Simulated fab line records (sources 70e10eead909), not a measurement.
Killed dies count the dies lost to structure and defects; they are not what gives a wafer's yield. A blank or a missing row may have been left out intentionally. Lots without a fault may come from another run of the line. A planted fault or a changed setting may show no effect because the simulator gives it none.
Which tool is to blame? / flow nand_harc / 36 wafers from 12 lots sampled at 5 of the route's 1302 steps

== WHAT THE GAUGES READ, wafer by wafer ==
NHARC_END_SORT_01. Usual: killed_at_array 59, standard deviation 21; killed_at_other 1.0, standard deviation 1.1; killed_at_periphery 4.0, standard deviation 2.6; killed_dies 64, standard deviation 21; killed_open 3.2, standard deviation 1.7; killed_short 2.5, standard deviation 1.5.
lot=L667; measured=day 27 07:04; on=prober-02; killed_at_array=104 89 674; killed_at_other=0 0 0; killed_at_periphery=3 6 3; killed_dies=107 95 677; killed_open=1 4 7; killed_short=3 5 1; flag=OFF

== WHAT TOOL EACH LOT RAN ON (gives the tool, then ch and the chambers of the sampled wafers, and finally the start) ==
lot=L666; NHARC_A_SLIT_ETCH_15=rie_diel-08 ch 1,2, day 20 11:32 or earlier; NHARC_A_SLIT_ETCH_26=har_etch-02 ch 0,1, day 20 11:32; NHARC_A_WL_FILL_ALD_02=ald_metal-02 ch 0,1,2, day 20 20:12; NHARC_A_WL_FILL_ETCHBACK_16=rie_diel-04 ch 0,3, day 21 10:06
lot=L665; NHARC_A_SLIT_ETCH_15=rie_diel-11 ch 2,3, day 20 19:10 or earlier; NHARC_A_SLIT_ETCH_26=har_etch-02 ch 0,1, day 20 19:10; NHARC_A_WL_FILL_ALD_02=ald_metal-04 ch 0,2, day 21 05:47; NHARC_A_WL_FILL_ETCHBACK_16=rie_diel-05 ch 1,2,3, day 21 17:51
lot=L668; NHARC_A_SLIT_ETCH_15=rie_diel-06 ch 1,2,3, day 22 08:26 or earlier; NHARC_A_SLIT_ETCH_26=har_etch-02 ch 0,1, day 22 08:26; NHARC_A_WL_FILL_ALD_02=ald_metal-01 ch 0,2,3, day 22 18:32; NHARC_A_WL_FILL_ETCHBACK_16=rie_diel-13 ch 2,3, day 23 05:42
lot=L667; NHARC_A_SLIT_ETCH_15=rie_diel-11 ch 1,2,3, day 22 15:35 or earlier; NHARC_A_SLIT_ETCH_26=har_etch-01 ch 0,1, day 22 15:35; NHARC_A_WL_FILL_ALD_02=ald_metal-02 ch 0,3, day 23 00:10; NHARC_A_WL_FILL_ETCHBACK_16=rie_diel-13 ch 0,1,3, day 23 09:51
lot=L671; NHARC_A_SLIT_ETCH_15=rie_diel-11 ch 0,1,3, day 22 23:41 or earlier; NHARC_A_SLIT_ETCH_26=har_etch-01 ch 0,1, day 22 23:41; NHARC_A_WL_FILL_ALD_02=ald_metal-01 ch 1,2,3, day 23 08:46; NHARC_A_WL_FILL_ETCHBACK_16=rie_diel-05 ch 2,3, day 23 19:56
lot=L680; NHARC_A_SLIT_ETCH_15=rie_diel-11 ch 0,1,2, day 25 23:46 or earlier; NHARC_A_SLIT_ETCH_26=har_etch-02 ch 0,1, day 25 23:46; NHARC_A_WL_FILL_ALD_02=ald_metal-01 ch 0,1,2, day 26 08:23; NHARC_A_WL_FILL_ETCHBACK_16=rie_diel-13 ch 1,2,3, day 26 19:12
lot=L679; NHARC_A_SLIT_ETCH_15=rie_diel-11 ch 1,2,3, day 26 11:02 or earlier; NHARC_A_SLIT_ETCH_26=har_etch-01 ch 0,1, day 26 11:02; NHARC_A_WL_FILL_ALD_02=ald_metal-04 ch 0,2,3, day 26 19:42; NHARC_A_WL_FILL_ETCHBACK_16=rie_diel-05 ch 0,1,2, day 27 06:52
lot=L681; NHARC_A_SLIT_ETCH_15=rie_diel-08 ch 0,2,3, day 27 23:07 or earlier; NHARC_A_SLIT_ETCH_26=har_etch-01 ch 1, day 27 23:07; NHARC_A_WL_FILL_ALD_02=ald_metal-01 ch 0,1,3, day 28 07:37; NHARC_A_WL_FILL_ETCHBACK_16=rie_diel-13 ch 0,2,3, day 28 22:13
lot=L682; NHARC_A_SLIT_ETCH_15=rie_diel-06 ch 0,1,2, day 27 22:58 or earlier; NHARC_A_SLIT_ETCH_26=har_etch-02 ch 0,1, day 27 22:58; NHARC_A_WL_FILL_ALD_02=ald_metal-02 ch 1,2,3, day 28 07:36; NHARC_A_WL_FILL_ETCHBACK_16=rie_diel-13 ch 1,2,3, day 28 19:28
lot=L683; NHARC_A_SLIT_ETCH_15=rie_diel-11 ch 0,1,3, day 28 02:47 or earlier; NHARC_A_SLIT_ETCH_26=har_etch-02 ch 0,1, day 28 02:47; NHARC_A_WL_FILL_ALD_02=ald_metal-01 ch 0,1,2, day 28 11:35; NHARC_A_WL_FILL_ETCHBACK_16=rie_diel-13 ch 0,3, day 28 22:34
lot=L685; NHARC_A_SLIT_ETCH_15=rie_diel-11 ch 0,2,3, day 28 16:59 or earlier; NHARC_A_SLIT_ETCH_26=har_etch-02 ch 0,1, day 28 16:59; NHARC_A_WL_FILL_ALD_02=ald_metal-01 ch 0,1,2, day 29 01:40; NHARC_A_WL_FILL_ETCHBACK_16=rie_diel-05 ch 0,1,2, day 29 12:55
lot=L684; NHARC_A_SLIT_ETCH_15=rie_diel-06 ch 0,1,2, day 28 18:01 or earlier; NHARC_A_SLIT_ETCH_26=har_etch-01 ch 0,1, day 28 18:01; NHARC_A_WL_FILL_ALD_02=ald_metal-04 ch 2,3, day 29 01:44; NHARC_A_WL_FILL_ETCHBACK_16=rie_diel-04 ch 1,2, day 29 12:53
- NHARC_A_SLIT_ETCH_15: etches the open film in O2/COS, target depth 6200 nm, time 1612 s.
- NHARC_A_SLIT_ETCH_26: etches the open film in C4F8/O2/Ar, time 90 s, target depth 400 nm.
- NHARC_A_WL_FILL_ALD_02: deposits TiN, target thk 2 nm, pulse time 3 s, ald cycles 100.
- NHARC_A_WL_FILL_ETCHBACK_16: etches the open film in C4F8/O2/Ar, target depth 120 nm, time 24 s.

== AS READ BY THE TOOLS THEMSELVES (means over the sampled wafers that have a number; for cases with no such wafer, the mark the record gives instead) ==
NHARC_A_SLIT_ETCH_15. Usual: drypump_motor_current_A 5.6 A, standard deviation 0.33; o2_flow_sccm 400.0 sccm, standard deviation 1.2; oes_product_au 0.999 a.u., standard deviation 0.012; rf_vpp_V 314.3 V, standard deviation 1.9; showerhead_plenum_p_Torr 3.14 Torr, standard deviation 0.12; throttle_valve_pct 28.331 %, standard deviation 0.0094.
lot=L666; tool=rie_diel-08; drypump_motor_current_A (A)=5.9; o2_flow_sccm (sccm)=399.3; oes_product_au (a.u.)=0.993; rf_vpp_V (V)=314.8; showerhead_plenum_p_Torr (Torr)=3.13; throttle_valve_pct (%)=28.330; flag=
lot=L665; tool=rie_diel-11; drypump_motor_current_A (A)=5.4; o2_flow_sccm (sccm)=400.3; oes_product_au (a.u.)=0.993; rf_vpp_V (V)=316.0; showerhead_plenum_p_Torr (Torr)=3.23; throttle_valve_pct (%)=28.325; flag=
lot=L668; tool=rie_diel-06; drypump_motor_current_A (A)=5.9; o2_flow_sccm (sccm)=399.9; oes_product_au (a.u.)=0.994; rf_vpp_V (V)=313.3; showerhead_plenum_p_Torr (Torr)=3.11; throttle_valve_pct (%)=28.335; flag=
lot=L667; tool=rie_diel-11; drypump_motor_current_A (A)=5.3; o2_flow_sccm (sccm)=399.0; oes_product_au (a.u.)=1.012; rf_vpp_V (V)=314.9; showerhead_plenum_p_Torr (Torr)=3.16; throttle_valve_pct (%)=28.329; flag=
lot=L671; tool=rie_diel-11; drypump_motor_current_A (A)=5.4; o2_flow_sccm (sccm)=400.0; oes_product_au (a.u.)=0.999; rf_vpp_V (V)=314.7; showerhead_plenum_p_Torr (Torr)=3.16; throttle_valve_pct (%)=28.332; flag=
lot=L680; tool=rie_diel-11; drypump_motor_current_A (A)=5.4; o2_flow_sccm (sccm)=399.7; oes_product_au (a.u.)=0.995; rf_vpp_V (V)=315.1; showerhead_plenum_p_Torr (Torr)=3.19; throttle_valve_pct (%)=28.338; flag=
lot=L679; tool=rie_diel-11; drypump_motor_current_A (A)=5.3; o2_flow_sccm (sccm)=399.6; oes_product_au (a.u.)=1.007; rf_vpp_V (V)=314.9; showerhead_plenum_p_Torr (Torr)=3.16; throttle_valve_pct (%)=28.324; flag=
lot=L681; tool=rie_diel-08; drypump_motor_current_A (A)=5.7; o2_flow_sccm (sccm)=399.7; oes_product_au (a.u.)=1.006; rf_vpp_V (V)=313.4; showerhead_plenum_p_Torr (Torr)=3.10; throttle_valve_pct (%)=28.342; flag=
lot=L682; tool=rie_diel-06; drypump_motor_current_A (A)=5.7; o2_flow_sccm (sccm)=400.4; oes_product_au (a.u.)=0.990; rf_vpp_V (V)=313.8; showerhead_plenum_p_Torr (Torr)=3.14; throttle_valve_pct (%)=28.324; flag=
lot=L683; tool=rie_diel-11; drypump_motor_current_A (A)=5.4; o2_flow_sccm (sccm)=400.6; oes_product_au (a.u.)=1.009; rf_vpp_V (V)=314.6; showerhead_plenum_p_Torr (Torr)=3.16; throttle_valve_pct (%)=28.328; flag=
lot=L685; tool=rie_diel-11; drypump_motor_current_A (A)=5.5; o2_flow_sccm (sccm)=399.7; oes_product_au (a.u.)=1.002; rf_vpp_V (V)=316.1; showerhead_plenum_p_Torr (Torr)=3.22; throttle_valve_pct (%)=28.320; flag=
lot=L684; tool=rie_diel-06; drypump_motor_current_A (A)=5.7; o2_flow_sccm (sccm)=399.2; oes_product_au (a.u.)=0.989; rf_vpp_V (V)=314.5; showerhead_plenum_p_Torr (Torr)=3.14; throttle_valve_pct (%)=28.329; flag=

NHARC_A_SLIT_ETCH_26. Usual: drypump_motor_current_A 5.6 A, standard deviation 0.58; o2_flow_sccm 83.31 sccm, standard deviation 0.25; showerhead_plenum_p_Torr 3.659 Torr, standard deviation 0.029; throttle_valve_pct 27.620 %, standard deviation 0.0099.
lot=L666; tool=har_etch-02; drypump_motor_current_A (A)=5.9; o2_flow_sccm (sccm)=83.40; showerhead_plenum_p_Torr (Torr)=3.711; throttle_valve_pct (%)=27.623; flag=
lot=L665; tool=har_etch-02; drypump_motor_current_A (A)=5.3; o2_flow_sccm (sccm)=83.26; showerhead_plenum_p_Torr (Torr)=3.692; throttle_valve_pct (%)=27.611; flag=
lot=L668; tool=har_etch-02; drypump_motor_current_A (A)=5.9; o2_flow_sccm (sccm)=83.45; showerhead_plenum_p_Torr (Torr)=3.696; throttle_valve_pct (%)=27.631; flag=
lot=L667; tool=har_etch-01; drypump_motor_current_A (A)=5.7; o2_flow_sccm (sccm)=83.14; showerhead_plenum_p_Torr (Torr)=3.668; throttle_valve_pct (%)=27.615; flag=
lot=L671; tool=har_etch-01; drypump_motor_current_A (A)=5.7; o2_flow_sccm (sccm)=83.27; showerhead_plenum_p_Torr (Torr)=3.664; throttle_valve_pct (%)=27.618; flag=
lot=L680; tool=har_etch-02; drypump_motor_current_A (A)=5.9; o2_flow_sccm (sccm)=83.19; showerhead_plenum_p_Torr (Torr)=3.666; throttle_valve_pct (%)=27.623; flag=
lot=L679; tool=har_etch-01; drypump_motor_current_A (A)=5.6; o2_flow_sccm (sccm)=83.31; showerhead_plenum_p_Torr (Torr)=3.637; throttle_valve_pct (%)=27.623; flag=
lot=L681; tool=har_etch-01; drypump_motor_current_A (A)=5.7; o2_flow_sccm (sccm)=83.66; showerhead_plenum_p_Torr (Torr)=3.628; throttle_valve_pct (%)=27.621; flag=
lot=L682; tool=har_etch-02; drypump_motor_current_A (A)=5.9; o2_flow_sccm (sccm)=83.39; showerhead_plenum_p_Torr (Torr)=3.653; throttle_valve_pct (%)=27.633; flag=
lot=L683; tool=har_etch-02; drypump_motor_current_A (A)=5.9; o2_flow_sccm (sccm)=83.22; showerhead_plenum_p_Torr (Torr)=3.651; throttle_valve_pct (%)=27.622; flag=
lot=L685; tool=har_etch-02; drypump_motor_current_A (A)=5.9; o2_flow_sccm (sccm)=83.24; showerhead_plenum_p_Torr (Torr)=3.645; throttle_valve_pct (%)=27.627; flag=
lot=L684; tool=har_etch-01; drypump_motor_current_A (A)=5.6; o2_flow_sccm (sccm)=83.52; showerhead_plenum_p_Torr (Torr)=3.620; throttle_valve_pct (%)=27.608; flag=

NHARC_A_WL_FILL_ALD_02. Usual: heater_power_outer_w 660 W, standard deviation 94; heater_power_w 1047 W, standard deviation 140; precursor_pulse_height_rel 1.001, standard deviation 0.019.
lot=L666; tool=ald_metal-02; heater_power_outer_w (W)=579; heater_power_w (W)=944; precursor_pulse_height_rel=1.003; flag=
lot=L665; tool=ald_metal-04; heater_power_outer_w (W)=681; heater_power_w (W)=1089; precursor_pulse_height_rel=0.995; flag=
lot=L668; tool=ald_metal-01; heater_power_outer_w (W)=665; heater_power_w (W)=1070; precursor_pulse_height_rel=0.995; flag=
lot=L667; tool=ald_metal-02; heater_power_outer_w (W)=774; heater_power_w (W)=1245; precursor_pulse_height_rel=1.000; flag=
lot=L671; tool=ald_metal-01; heater_power_outer_w (W)=706; heater_power_w (W)=1123; precursor_pulse_height_rel=1.018; flag=
lot=L680; tool=ald_metal-01; heater_power_outer_w (W)=705; heater_power_w (W)=1112; precursor_pulse_height_rel=0.999; flag=
lot=L679; tool=ald_metal-04; heater_power_outer_w (W)=652; heater_power_w (W)=1016; precursor_pulse_height_rel=1.027; flag=
lot=L681; tool=ald_metal-01; heater_power_outer_w (W)=678; heater_power_w (W)=1077; precursor_pulse_height_rel=0.990; flag=
lot=L682; tool=ald_metal-02; heater_power_outer_w (W)=681; heater_power_w (W)=1061; precursor_pulse_height_rel=1.020; flag=
lot=L683; tool=ald_metal-01; heater_power_outer_w (W)=691; heater_power_w (W)=1113; precursor_pulse_height_rel=1.003; flag=
lot=L685; tool=ald_metal-01; heater_power_outer_w (W)=703; heater_power_w (W)=1120; precursor_pulse_height_rel=1.002; flag=
lot=L684; tool=ald_metal-04; heater_power_outer_w (W)=663; heater_power_w (W)=994; precursor_pulse_height_rel=1.013; flag=

NHARC_A_WL_FILL_ETCHBACK_16. Usual: oes_product_au 0.994 a.u., standard deviation 0.021; rf_vpp_V 723 V, standard deviation 3.8.
lot=L666; tool=rie_diel-04; oes_product_au (a.u.)=0.926; rf_vpp_V (V)=721; flag=OFF
lot=L665; tool=rie_diel-05; oes_product_au (a.u.)=1.006; rf_vpp_V (V)=721; flag=
lot=L668; tool=rie_diel-13; oes_product_au (a.u.)=1.004; rf_vpp_V (V)=725; flag=
lot=L667; tool=rie_diel-13; oes_product_au (a.u.)=0.872; rf_vpp_V (V)=722; flag=OFF
lot=L671; tool=rie_diel-05; oes_product_au (a.u.)=1.014; rf_vpp_V (V)=719; flag=
lot=L680; tool=rie_diel-13; oes_product_au (a.u.)=0.999; rf_vpp_V (V)=725; flag=
lot=L679; tool=rie_diel-05; oes_product_au (a.u.)=1.014; rf_vpp_V (V)=719; flag=
lot=L681; tool=rie_diel-13; oes_product_au (a.u.)=0.996; rf_vpp_V (V)=722; flag=
lot=L682; tool=rie_diel-13; oes_product_au (a.u.)=1.000; rf_vpp_V (V)=725; flag=
lot=L683; tool=rie_diel-13; oes_product_au (a.u.)=0.999; rf_vpp_V (V)=719; flag=
lot=L685; tool=rie_diel-05; oes_product_au (a.u.)=1.012; rf_vpp_V (V)=719; flag=
lot=L684; tool=rie_diel-04; oes_product_au (a.u.)=1.011; rf_vpp_V (V)=724; flag=

== THE ANSWER, worked out from the rows above alone ==
Rule: a lot is off if the mean of its wafers that have a number lies more than 3 standard deviations from the usual mean. Also off: a lot with no number at a reading for which 4 or more lots have one. All remaining lots with rows at the step are treated as sound. First the gauges in route order, then the tools' own readings, where a lot's mean is used as printed above. The first step at which some lot is off is used, and at that step the reading that is off furthest; a lot without a number counts as furthest.
Off: L667, at NHARC_END_SORT_01 (killed_at_array). Neither off nor sound, because the step has no rows for them: L666, L665, L668, L671, L680, L679, L681, L682, L683, L685, L684.
A tool fits if, at a process step before that reading, it ran every lot that is off, and no sound lot after the first of them. Not tried: the gauges at NHARC_END_SORT_01; whatever is off there is also off at NHARC_A_WL_FILL_ETCHBACK_16, on other tools, and gauge error can't account for it. Because NHARC_A_SLIT_ETCH_15 lacks a start for some lots, the hours and order of its lots are taken from NHARC_A_SLIT_ETCH_26. Can't be told from this: 4 tools fit, rie_diel-11 at NHARC_A_SLIT_ETCH_15, har_etch-01 at NHARC_A_SLIT_ETCH_26, ald_metal-02 at NHARC_A_WL_FILL_ALD_02, rie_diel-13 at NHARC_A_WL_FILL_ETCHBACK_16.

== WHAT THE SIMULATOR HAD INSERTED ==
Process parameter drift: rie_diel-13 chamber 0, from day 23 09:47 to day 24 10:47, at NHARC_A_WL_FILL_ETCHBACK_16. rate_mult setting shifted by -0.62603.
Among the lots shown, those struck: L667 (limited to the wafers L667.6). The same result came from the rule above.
